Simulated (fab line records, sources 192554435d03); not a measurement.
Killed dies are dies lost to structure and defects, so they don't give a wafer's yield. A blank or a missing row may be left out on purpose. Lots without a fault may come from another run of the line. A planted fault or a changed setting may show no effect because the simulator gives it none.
Split-lot experiment | flow n5_finfet | 7 lots, 21 wafers read, on a route of 1938 steps

THE SPLIT
At N5_BEOL_M5_HM_DEP_02 (deposits TiN, target thk 20 nm), the setting target_thk_a was moved away from the recipe's 200 angstrom on 5 of the 21 wafers read, by +5.0% to +12.3%. The other wafers ran this setting at the recipe's value.

FROM THE SPLIT TO THE READING: what the file shows between them, 8 steps
- N5_BEOL_M5_COAT_59: time 60 s, resist thk 60 nm
- N5_BEOL_M5_COAT_60: time 60 s, resist thk 12 nm
- N5_BEOL_M5_STRIP_73: strips in N2/H2
- N5_BEOL_M5_STRIP_64: strips in CF4
- N5_BEOL_M5_HM_OPEN_17: chemistry Cl2/BCl3, target TiN, target depth 20 nm, overetch 6 nm
- N5_BEOL_M5_STRIP_19: strips in O2
- N5_BEOL_M5_STRIP_85: strips in C4F6/O2
- N5_BEOL_M5_STRIP_36: strips in N2/H2

THE READING
TiN_of_BEOL_M5_HM_DEP_02.thk_nm (the simulator's own value, which no gauge read), in nm, at N5_BEOL_M5_TRENCH_ETCH_37 (etches SiCOH lowk in C4F6/O2, target depth 71.652 nm, time 24.7 s). The file gives no usual value for it. The 16 wafers here that ran the recipe average 17.9 nm, standard deviation 0.2 nm.

wafer  | tool, chamber at the split | target_thk_a as run, angstrom | against the recipe | TiN_of_BEOL_M5_HM_DEP_02.thk_nm, nm | against lot-mates on the recipe
L082.1 | pvd_sputter-03, -          | 200                           | recipe             | 17.8                                | -
L082.2 | pvd_sputter-03, -          | 200                           | recipe             | 17.6                                | -
L082.3 | pvd_sputter-03, -          | 200                           | recipe             | 18.2                                | -
L083.4 | pvd_sputter-03, -          | 210.1                         | +5.0%              | 19.4                                | +1.3
L083.5 | pvd_sputter-03, -          | 200                           | recipe             | 18.2                                | -
L083.6 | pvd_sputter-03, -          | 200                           | recipe             | 18                                  | -
L087.2 | pvd_sputter-03, -          | 200                           | recipe             | 17.8                                | -
L087.6 | pvd_sputter-03, -          | 200                           | recipe             | 17.8                                | -
L087.5 | pvd_sputter-03, -          | 200                           | recipe             | 18.2                                | -
L089.1 | pvd_sputter-02, -          | 200                           | recipe             | 17.6                                | -
L089.5 | pvd_sputter-02, -          | 200                           | recipe             | 17.6                                | -
L089.6 | pvd_sputter-02, -          | 200                           | recipe             | 17.8                                | -
L088.2 | pvd_sputter-03, -          | 221.7                         | +10.9%             | 20.2                                | +2.2
L088.5 | pvd_sputter-03, -          | 221.7                         | +10.9%             | 20.2                                | +2.2
L088.6 | pvd_sputter-03, -          | 200                           | recipe             | 18                                  | -
L093.1 | pvd_sputter-01, -          | 200                           | recipe             | 18                                  | -
L093.5 | pvd_sputter-01, -          | 200                           | recipe             | 18                                  | -
L093.3 | pvd_sputter-01, -          | 200                           | recipe             | 17.8                                | -
L094.1 | pvd_sputter-02, -          | 224.5                         | +12.3%             | 20                                  | +2.2
L094.5 | pvd_sputter-02, -          | 224.5                         | +12.3%             | 20                                  | +2.2
L094.4 | pvd_sputter-02, -          | 200                           | recipe             | 17.8                                | -

THE FIT
A straight line over all 21 wafers: TiN_of_BEOL_M5_HM_DEP_02.thk_nm changes by +0.193 nm for each +1% of target_thk_a; r = +0.97; the points scatter about the line by 0.24 nm.
The same after taking each lot's own level away (the mean of its wafers on the recipe; 21 wafers): +0.192 nm for each +1%; r = +0.98; scatter 0.17 nm.
On that fit, the largest move of target_thk_a shifts the reading by 2.3 nm.
The lots' own levels span 17.67 to 18.10 nm, that is 2.2 times the standard deviation above.
So the lot-to-lot level changes the slope little: the two slopes agree.
Check: with one of the wafers moved furthest among these (+12.3%) left out of the fit, the line predicts +2.42 nm for it against its lot-mates. It came out at +2.2 nm against them.

OTHER SPLITS ON THESE WAFERS
These wafers also went through other splits before the reading. Each is held against what the fit with the lots' levels taken away leaves over:
other split on the same wafers | wafers away from the commonest value | r with TiN_of_BEOL_M5_HM_DEP_02.thk_nm (lot level and that fit taken away)
N5_BEOL_M2_EXPOSE_08 dose_mj   | 8                                    | +0.13
N5_BEOL_M4_COAT_22 spin_rpm    | 5                                    | +0.15
N5_BEOL_M4_EXPOSE_25 dose_mj   | 7                                    | -0.36

THE WHOLE CHAIN: every reading that the file lists as answering this split, in the file's order
step                      | what it does                                                      | reading                                                                          | change (the file's fit)               | r (the file's)
N5_BEOL_M5_HM_DEP_02      | deposits TiN, target thk 20 nm                                    | TiN_of_BEOL_M5_HM_DEP_02.thk_nm (the simulator's own value, which no gauge read) | +0.188 nm for each +1% of the setting | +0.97
N5_BEOL_M5_HM_OPEN_17     | chemistry Cl2/BCl3, target TiN, target depth 20 nm, overetch 6 nm | etch.depth_nm (the simulator's own value, which no gauge read)                   | +0.191 nm for each +1% of the setting | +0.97
N5_BEOL_M5_TRENCH_ETCH_37 | etches SiCOH lowk in C4F6/O2, target depth 71.652 nm, time 24.7 s | TiN_of_BEOL_M5_HM_DEP_02.thk_nm (the simulator's own value, which no gauge read) | +0.196 nm for each +1% of the setting | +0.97

THE FILE'S OWN FIT
TiN_of_BEOL_M5_HM_DEP_02.thk_nm changes by +0.196 nm for each +1% of target_thk_a, r = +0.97.
